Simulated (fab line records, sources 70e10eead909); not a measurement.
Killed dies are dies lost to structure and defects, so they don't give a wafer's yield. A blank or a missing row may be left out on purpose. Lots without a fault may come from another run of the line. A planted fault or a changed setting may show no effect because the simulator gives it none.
A struck lot beside a sound one | flow nand_harc | 15 steps out of a route of 1302
Sound: wafers L920.2, L920.5, L920.6. Struck: wafers L914.1, L914.4. The cause comes at the end.
At each step with rows: each side's tool, then ch and its chambers, then its first start. Under that, the readings that differ: sound wafers | struck wafers | difference of the means | sigmas: that difference in standard deviations of wafers without a fault.
alike: readings whose means differ by less than 2 such deviations, and words and numbers that are the same on both sides. not compared: withheld readings, readings that some wafer has no value for, bounds like >300 that may hide the same value, and numbers for which the record gives no deviation and whose values overlap.
The two part at a step that has a row with sigmas, a row that says differs or no value, or rows on one side only. Numbers that don't overlap but have no deviation are shown without sigmas and don't part them. A reading that every wafer of one side lacks parts them only if that side has two wafers or more.

first, 8 steps without rows for these wafers: NHARC_A_CHANNEL_HOLE_D1_COAT_36 (time 75 s); NHARC_A_CHANNEL_HOLE_D1_COAT_37 (time 65 s); NHARC_A_CHANNEL_HOLE_D1_COAT_04 (resist thk 90 nm); NHARC_A_CHANNEL_HOLE_D1_SOFTBAKE_05 (time 55 s); NHARC_A_CHANNEL_HOLE_D1_EBR_06; NHARC_A_CHANNEL_HOLE_D1_EXPOSE_07 (exposes mask HOLE D1, target cd 100 nm); NHARC_A_CHANNEL_HOLE_D1_PEB_08 (peb time 65 s); NHARC_A_CHANNEL_HOLE_D1_DEVELOP_09 (develop time 35 s).
NHARC_A_CHANNEL_HOLE_D1_CD_MEAS_10: target cd 100 nm.
  sound on cd_sem-01 ch 0, day 17 13:40; struck on cd_sem-01 ch 0, day 15 06:13
  alike: cd_nm
NHARC_A_CHANNEL_HOLE_D1_OVL_MEAS_11:
  sound on overlay-01, day 17 13:46; struck on overlay-01, day 15 06:17
  alike: overlay_x_nm, overlay_y_nm
NHARC_A_CHANNEL_HOLE_D1_INSPECT_12:
  sound on defect_inspect-01, day 17 13:47; struck on defect_inspect-01, day 15 06:20
  alike: raw_defect_count
NHARC_A_CHANNEL_HOLE_D1_DESCUM_15: chemistry O2, time 3 s.
  sound on rie_diel-01 ch 2,3, day 17 13:51; struck on rie_diel-06 ch 2,3, day 15 06:25
  alike: drypump_motor_current_A, oes_product_au, rf_vpp_V, showerhead_plenum_p_Torr, throttle_valve_pct
  not compared: rf_hours_counter_h
NHARC_A_CHANNEL_HOLE_D1_ETCH_38: etches the open film in CF4, target depth 39 nm, time 65 s.
  sound on rie_diel-01 ch 0,2,3, day 17 13:58; struck on rie_diel-06 ch 0,2, day 15 06:29
  reading               | sound             | struck      | difference | sigmas
  oes_product_au (a.u.) | 1.009 1.001 1.009 | 0.816 0.817 | -0.190     | -21
  alike: drypump_motor_current_A, rf_vpp_V, showerhead_plenum_p_Torr, throttle_valve_pct
  not compared: rf_hours_counter_h
NHARC_A_CHANNEL_HOLE_D1_ETCH_39: etches the open film in N2/H2, target depth 260 nm, time 325 s.
  sound on rie_diel-01 ch 0,2,3; struck on rie_diel-06 ch 1,3
  reading                         | sound             | struck      | difference | sigmas
  rf_vpp_V (V)                    | 429.9 434.2 431.4 | 427.8 424.8 | -5.5       | -2
  showerhead_plenum_p_Torr (Torr) | 2.02 2.18 2.05    | 1.89 1.89   | -0.19      | -3
  alike: drypump_motor_current_A, oes_product_au, throttle_valve_pct
  not compared: rf_hours_counter_h
then, 1 step without rows for these wafers: NHARC_END_SORT_01.

WHERE THEY PART
First at NHARC_A_CHANNEL_HOLE_D1_ETCH_38; last, within this record, at NHARC_A_CHANNEL_HOLE_D1_ETCH_39.

WHY: what the simulator had put in
Process parameter drift: rie_diel-06, from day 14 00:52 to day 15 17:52, at NHARC_A_CHANNEL_HOLE_D1_ETCH_38. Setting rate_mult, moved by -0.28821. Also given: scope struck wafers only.
